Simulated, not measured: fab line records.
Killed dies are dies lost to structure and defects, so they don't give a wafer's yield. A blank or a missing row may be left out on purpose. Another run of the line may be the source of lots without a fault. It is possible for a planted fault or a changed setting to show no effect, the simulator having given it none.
Chamber matching    flow n5Finfet    4 sister chambers for N5_MOL_CONTACT_COAG_ALD_133 on aldSin-03
The step deposits SiO2, target thk 5 nm, pulse time 1 s, co reactant pulse time 1 s. 4 wafers are shown with their chamber, then 9 later ones without.

EACH WAFER AND ITS CHAMBER
wafer   chamber  heaterPowerW (W)
L078.1  1        90
L089.1  2        66
L089.4  0        84
L089.6  3        80

WAFERS MISSING THEIR CHAMBER
wafer   heaterPowerW (W)
L092.1  79
L092.4  86
L092.6  79
L095.1  89
L095.2  67
L095.5  88
L096.1  82
L096.2  65
L096.6  65

THE CHAMBER EACH PASSED THROUGH
wafer   from the rows above      in truth
L092.1  3                        3
L092.4  can't be placed: 0 or 1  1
L092.6  3                        3
L095.1  1                        1
L095.2  2                        2
L095.5  can't be placed: 1 or 0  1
L096.1  can't be placed: 0 or 3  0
L096.2  2                        2
L096.6  2                        2
Correctly placed: 6 of 9. From these rows, 3 cannot be placed; in 3 the true chamber is one of the candidates. Placed wrongly: 0.
How it was worked out, from the rows above alone: a wafer's distance from a chamber is the root of the sum, over the readings, of the square of ((its reading less the chamber's mean) divided by the reading's scatter). If the next closest chamber is less than 2 further off than the closest, the wafer can't be placed; otherwise it belongs to the closest. Each chamber's mean is taken over the wafers shown for it. The scatter (one wafer shown for each chamber): square how far every hidden wafer sits from the nearest shown wafer, average those squares and take the square root.
